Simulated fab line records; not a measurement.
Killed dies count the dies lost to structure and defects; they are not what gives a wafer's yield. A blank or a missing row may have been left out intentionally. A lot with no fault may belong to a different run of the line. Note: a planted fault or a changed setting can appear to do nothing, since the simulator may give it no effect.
Struck lot and sound lot, side by side / flow n5Finfet / 40 steps out of a route of 1938
Sound: wafers L991.1, L991.2, L991.5. Struck: wafer L990.3 (left out: L990.1, L990.4 of the same lot, which were not struck); the cause appears at the end.
Per side, at each step with rows, come the tool, then ch with its chambers, and then its first start. Under that, the readings that differ: sound wafers / struck wafers / difference of the means / sigmas: that difference in standard deviations of wafers without a fault.
alike: a reading whose means differ by less than 2 such deviations, as well as words and numbers matching on both sides. not compared: withheld readings; readings where some wafer has no value; bounds like >300 that might hide an equal value; numbers whose values overlap and for which the record gives no deviation.
A row with sigmas, a row that says differs or no value, or rows on one side alone: a step with any of these is where the two part. Numbers that have no deviation but don't overlap get no sigmas and don't part them. Lack of a reading on every wafer of one side parts them only where that side has two or more wafers.

first, 12 steps without rows for these wafers: N5_FIN_SAQP_DESCUM_21 (chemistry O2, time 7.9 s); N5_FIN_SAQP_ETCH_51 (etches SiARC in CF4, target depth 45.5 nm, time 75.8 s); N5_FIN_SAQP_ETCH_52 (etches SOC in N2/H2, target depth 100 nm, overetch 20 nm, time 150 s); N5_FIN_SAQP_STRIP_53 (strips in N2/H2); N5_FIN_SAQP_HM_OPEN_73 (chemistry CHF3/O2, target SiO2, stops on a-Si, target depth 12 nm, time 16.8 s); N5_FIN_SAQP_STRIP_74 (strips in CHF3/O2); N5_FIN_SAQP_MANDREL_ETCH_22 (etches a-Si in HBr/Cl2, stops on SiNx, target depth 60 nm, bt time 10 s, time 30 s); N5_FIN_SAQP_STRIP_55 (strips in N2/H2); N5_FIN_SAQP_STRIP_23 (strips in SPM, time 750 s); N5_FIN_SAQP_SRD_66 (time 30 s); N5_FIN_SAQP_RECESS_75 (chemistry HF/NH3, target SiO2, target depth 14.4 nm, afs cycles 3, sublimation time 60 s); N5_FIN_SAQP_SPACER1_ALD_24 (deposits SiO2, target thk 20.3 nm, pulse time 1 s, purge time 2 s).
N5_FIN_SAQP_SPACER1_ETCHBACK_25: etches SiO2 in CHF3/O2, target depth 24.4 nm, time 12.2 s.
  sound on rieDiel-04 ch 0,1,3, day 3 06:02; struck on rieDiel-02 ch 1, day 3 00:13
  alike: CHF3_flow_sccm, chamberPressureMTorr, drypumpMotorCurrentA, oesProductAu, rfVppV, showerheadPlenumPTorr, throttleValvePct
  not compared: rfHoursCounterH
then, 21 steps without rows for these wafers: N5_FIN_SAQP_MANDREL1_REMOVE_56 (chemistry HBr/Cl2/O2, target a-Si, stops on SiNx, bt time 10 s); N5_FIN_SAQP_ETCH_57 (etches SiNx in CH3F/O2, target depth 32.5 nm, time 46.4 s); N5_FIN_SAQP_ETCH_65 (etches SiO2 in CF4, target depth 4 nm, time 4.4 s); N5_FIN_SAQP_MANDREL_ETCH_58 (etches a-Si in HBr/Cl2, stops on SiNx, target depth 45 nm, bt time 10 s, time 27 s); N5_FIN_SAQP_RECESS_63 (chemistry HF/NH3, target SiO2, target depth 18 nm, afs cycles 3, sublimation time 60 s); N5_FIN_SAQP_COAT_68 (time 60 s, resist thk 100 nm); N5_FIN_SAQP_ETCH_69 (etches SOC in N2/H2, stops on SiNx, target depth 150 nm); N5_FIN_SAQP_ETCH_67 (etches SiNx in CH3F/O2, target depth 30 nm); N5_FIN_SAQP_STRIP_70 (strips in N2/H2); N5_FIN_SAQP_RECESS_71 (chemistry HF/NH3, target SiO2, target depth 3 nm, afs cycles 1, sublimation time 60 s); N5_FIN_SAQP_SPACER2_ALD_28 (deposits SiO2, target thk 8.1 nm, pulse time 1 s, purge time 2 s); N5_FIN_SAQP_SPACER2_ETCHBACK_29 (etches SiO2 in CHF3/O2, target depth 12.2 nm, time 6.1 s); N5_FIN_SAQP_MANDREL2_REMOVE_60 (chemistry HBr/Cl2/O2, target a-Si, stops on SiNx, bt time 10 s); N5_FIN_SAQP_HM_OPEN_33 (chemistry CH3F/O2, target SiNx, target depth 49.4 nm, time 70.6 s); N5_FIN_SAQP_ETCH_34 (etches SiO2 in C4F6/O2, target depth 45 nm, time 15 s); N5_FIN_SAQP_STRIP_77 (strips in N2/H2, time 90 s); N5_FIN_SAQP_ETCH_64 (etches SiO2 in CF4, target depth 1.5 nm); N5_FIN_SAQP_FIN_ETCH_36 (etches the open film in HBr/Cl2/O2, target depth 120 nm, time 50.4 s); N5_FIN_SAQP_PRECLEAN_38 (cleans in O3/DIW, time 45 s); N5_FIN_SAQP_PRECLEAN_45 (cleans in dHF, time 10 s); N5_FIN_SAQP_SRD_39 (time 30 s).
N5_FIN_SAQP_INSPECT_40: inspects for defects (brightfield).
  sound: defectInspect-02 at day 3 08:28; struck: defectInspect-02 at day 3 02:39
reading=rawDefectCount; sound=193 150 231; struck=1429; difference=+1238; sigmas=+19
then, 2 steps without rows for these wafers: N5_FIN_CUT_COAT_18 (time 60 s, resist thk 230 nm); N5_FIN_CUT_COAT_19 (time 60 s, resist thk 20 nm).
N5_FIN_CUT_INSPECT_10: inspects for defects (brightfield).
  sound: defectInspect-02 at day 3 08:51; struck: defectInspect-02 at day 3 03:03
reading=rawDefectCount; sound=35 40 48; struck=1297; difference=+1256; sigmas=+99 or more
-- here the record skips 7 days between the struck wafers' starts before and after, leaving off in module FIN_CUT and picking up in module BEOL_M4 (first step shown: number 1111 of the route) --
N5_BEOL_M4_RC_MEAS_101:
  sound on prober-01 ch 0, day 9 16:26; struck on prober-01 ch 0, day 9 21:03
  alike: DIBL_N, DIBL_P, IOFF_N, IOFF_P, ION_N, ION_P, SS_N, SS_P, VT_N, VT_P
-- a jump in the record: the struck wafers' starts before and after are 5 days apart (it breaks off in module BEOL_M4 and resumes in module PASSIVATION, where the first step shown is number 1936 of the route) --
N5_PASSIVATION_PROBE_49:
  rows exist in the record for the struck wafers here (prober-01, day 14 16:02), but not for the sound ones

WHERE THEY PART
First at N5_FIN_SAQP_INSPECT_40; last, within this record, at N5_PASSIVATION_PROBE_49.

WHY: whatever the simulator had introduced
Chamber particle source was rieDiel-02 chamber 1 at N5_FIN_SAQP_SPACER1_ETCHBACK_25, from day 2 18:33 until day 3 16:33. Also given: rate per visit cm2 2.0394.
